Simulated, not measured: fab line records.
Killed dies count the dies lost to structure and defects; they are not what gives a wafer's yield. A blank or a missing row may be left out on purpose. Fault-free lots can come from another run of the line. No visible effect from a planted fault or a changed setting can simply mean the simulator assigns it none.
Which tool is to blame? | flow nand harc | 18 wafers from 6 lots sampled at 3 of the route's 1302 steps

WHAT EACH GAUGE READ, for each wafer
NHARC_A_BONDPAD_CD_MEAS_13.
lot  | measured     | on        | cd nm (nm)
L751 | day 23 10:05 | cd sem-03 | 500.5 499.1 500.5
L753 | day 24 09:44 | cd sem-02 | 496.7 497.8 495.6
L755 | day 24 07:47 | cd sem-02 | 494.8 496.1 498.1
L758 | day 26 09:10 | cd sem-01 | 504.1 502.4 501.3
L762 | day 28 03:36 | cd sem-03 | 500.5 496.9 499.0
L772 | day 31 11:55 | cd sem-03 | 504.9 498.2 502.0

WHAT TOOL EACH LOT RAN ON (gives the tool, then ch and the chambers of the sampled wafers, and finally the start)
lot  | NHARC_P_CONTACT_DEP_00          | NHARC_A_BONDPAD_DESCUM_11
L751 | pecvd-02 ch 0,1, day 6 03:09    | rie diel-11 ch 0,1,2, day 23 09:47
L753 | pecvd-04 ch 0,1,2, day 7 05:46  | rie diel-05 ch 0,1,3, day 24 09:25
L755 | pecvd-04 ch 1,2, day 7 17:31    | rie diel-05 ch 0,2,3, day 24 07:28
L758 | pecvd-04 ch 0,1, day 9 03:14    | rie diel-05 ch 2,3, day 26 08:51
L762 | pecvd-04 ch 1,2, day 10 18:04   | rie diel-05 ch 0,1,2, day 28 03:18
L772 | pecvd-04 ch 0,1,2, day 14 15:26 | rie diel-04 ch 0,1,3, day 31 11:37
- NHARC_P_CONTACT_DEP_00: deposits SiO2, target thk 500 nm.
- NHARC_A_BONDPAD_DESCUM_11: chemistry O2, time 3 s.

THE ANSWER, worked out from the rows above alone
Rule: usual is defined by the lots themselves. Put in order of their means at a reading, lots are off if they are a third of the lots or fewer, leave a main group of 4 or more, and stand apart from it by a gap of 3 or more times the standard deviation of the main group's means; of several such gaps the widest counts. The tables above print the reading to a certain number of digits; a main group whose means all agree to those digits is not used. A lot without any number at a reading at which 4 lots or more have one is off too. All remaining lots with rows at the step are treated as sound.
None of the lots is off at any reading shown; this tells nothing.

WHAT HAD BEEN PUT IN BY THE SIMULATOR
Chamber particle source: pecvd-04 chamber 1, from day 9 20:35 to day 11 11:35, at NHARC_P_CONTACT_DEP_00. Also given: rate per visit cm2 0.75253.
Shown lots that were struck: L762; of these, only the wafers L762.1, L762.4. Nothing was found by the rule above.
